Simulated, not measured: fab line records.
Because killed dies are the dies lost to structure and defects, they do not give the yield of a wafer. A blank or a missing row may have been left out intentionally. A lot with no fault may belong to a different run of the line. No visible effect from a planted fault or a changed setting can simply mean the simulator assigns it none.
What tool caused it? + flow n5_finfet + Sampling: 12 lots, 34 wafers, 2 of 1938 route steps

== WHAT THE GAUGES SHOWED, per wafer ==
N5_BEOL_M5_OCD_MEAS_38. Usual: 71.6 nm for trench_depth_nm, sd 1.3.
| lot  | measured     | on     | trench_depth_nm (nm) | flag |
|------|--------------|--------|----------------------|------|
| L645 | day 9 04:04  | ocd-01 | 69.0 69.5 69.7       |      |
| L644 | day 9 07:32  | ocd-02 | 73.0 68.3 70.1       |      |
| L648 | day 9 16:02  | ocd-01 | 70.5 71.8 71.2       |      |
| L650 | day 10 11:31 | ocd-02 | 71.2 72.4 71.8       |      |
| L646 | day 10 20:21 | ocd-02 | 73.3 71.7 72.1       |      |
| L649 | day 10 23:08 | ocd-02 | 73.3                 |      |
| L654 | day 11 17:59 | ocd-01 | 72.2 73.4 69.1       |      |
| L657 | day 12 02:05 | ocd-01 | 72.3 71.0 70.5       |      |
| L658 | day 12 19:22 | ocd-01 | 71.0 70.3 71.5       |      |
| L664 | day 13 21:41 | ocd-02 | 71.5 70.5 73.0       |      |
| L662 | day 13 22:05 | ocd-02 | 70.6 71.4 73.3       |      |
| L666 | day 14 04:59 | ocd-01 | 72.5 70.9 72.5       |      |

== EACH LOT AND THE TOOL THAT RAN IT (in order: tool; ch and the chambers of the sampled wafers; start) ==
| lot  | N5_BEOL_M5_ETCH_41                            |
|------|-----------------------------------------------|
| L645 | rie_diel-02 ch 1,2, day 9 04:04 or earlier    |
| L644 | rie_diel-02 ch 1,2,3, day 9 07:32 or earlier  |
| L648 | rie_diel-01 ch 1,2,3, day 9 16:02 or earlier  |
| L650 | rie_diel-06 ch 0,3, day 10 11:31 or earlier   |
| L646 | rie_diel-01 ch 0,2, day 10 20:21 or earlier   |
| L649 | rie_diel-02 ch 3, day 10 23:08 or earlier     |
| L654 | rie_diel-02 ch 1,2,3, day 11 17:59 or earlier |
| L657 | rie_diel-06 ch 1,2,3, day 12 02:05 or earlier |
| L658 | rie_diel-01 ch 1,2, day 12 19:22 or earlier   |
| L664 | rie_diel-06 ch 0,1,3, day 13 21:41 or earlier |
| L662 | rie_diel-01 ch 0,1,3, day 13 22:05 or earlier |
| L666 | rie_diel-06 ch 0,1,2, day 14 04:59 or earlier |
- N5_BEOL_M5_ETCH_41: etches SiCN in CH3F/O2, target depth 31.5 nm, time 56.7 s.

== WHAT THE TOOLS THEMSELVES READ (means of the sampled wafers that have a number; where no wafer has one, the mark that the record gives instead) ==
N5_BEOL_M5_ETCH_41. Usual: O2_flow_sccm 20.00 sccm, standard deviation 0.059; drypump_motor_current_A 5.8 A, standard deviation 0.41; oes_product_au 0.78 a.u., standard deviation 0.084; rf_vpp_V 296.9 V, standard deviation 1.4; showerhead_plenum_p_Torr 1.98 Torr, standard deviation 0.046; throttle_valve_pct 16.38 %, standard deviation 0.27.
| lot  | tool        | O2_flow_sccm (sccm) | drypump_motor_current_A (A) | oes_product_au (a.u.) | rf_vpp_V (V) | showerhead_plenum_p_Torr (Torr) | throttle_valve_pct (%) | flag |
|------|-------------|---------------------|-----------------------------|-----------------------|--------------|---------------------------------|------------------------|------|
| L645 | rie_diel-02 | 19.91               | 5.9                         | 0.69                  | 296.8        | 1.99                            | 16.74                  |      |
| L644 | rie_diel-02 | 19.95               | 6.0                         | 0.75                  | 298.3        | 2.01                            | 16.57                  |      |
| L648 | rie_diel-01 | 20.00               | 5.8                         | 0.76                  | 295.7        | 1.95                            | 16.32                  |      |
| L650 | rie_diel-06 | 19.95               | 5.4                         | 0.79                  | 298.1        | 2.04                            | 16.56                  |      |
| L646 | rie_diel-01 | 19.97               | 6.2                         | 0.87                  | 297.2        | 1.97                            | 16.07                  |      |
| L649 | rie_diel-02 | 19.97               | 6.3                         | 0.82                  | 297.5        | 2.02                            | 16.36                  |      |
| L654 | rie_diel-02 | 20.03               | 6.0                         | 0.83                  | 296.4        | 2.01                            | 16.46                  |      |
| L657 | rie_diel-06 | 20.01               | 5.6                         | 0.71                  | 297.8        | 2.01                            | 16.47                  |      |
| L658 | rie_diel-01 | 19.94               | 5.6                         | 0.73                  | 295.6        | 1.94                            | 16.35                  |      |
| L664 | rie_diel-06 | 19.98               | 5.4                         | 0.77                  | 297.2        | 2.00                            | 16.35                  |      |
| L662 | rie_diel-01 | 20.00               | 6.0                         | 0.78                  | 295.1        | 1.93                            | 16.22                  |      |
| L666 | rie_diel-06 | 20.01               | 5.8                         | 0.76                  | 296.9        | 1.98                            | 16.40                  |      |

== THE ANSWER, worked out from the rows above alone ==
Rule: a lot counts as off when the mean over its wafers that have a number is more than 3 standard deviations away from the usual mean. Also off: a lot with no number at a reading for which 4 or more lots have one. Any other lot the step has rows for is counted as sound. First the gauges in route order, then the tools' own readings, where a lot's mean is used as printed above. The first step at which some lot is off is used, and at that step the reading that is off furthest; a lot without a number counts as furthest.
Nothing can be told from this: no lot is off at any reading shown.

== WHAT WAS PUT IN BY THE SIMULATOR ==
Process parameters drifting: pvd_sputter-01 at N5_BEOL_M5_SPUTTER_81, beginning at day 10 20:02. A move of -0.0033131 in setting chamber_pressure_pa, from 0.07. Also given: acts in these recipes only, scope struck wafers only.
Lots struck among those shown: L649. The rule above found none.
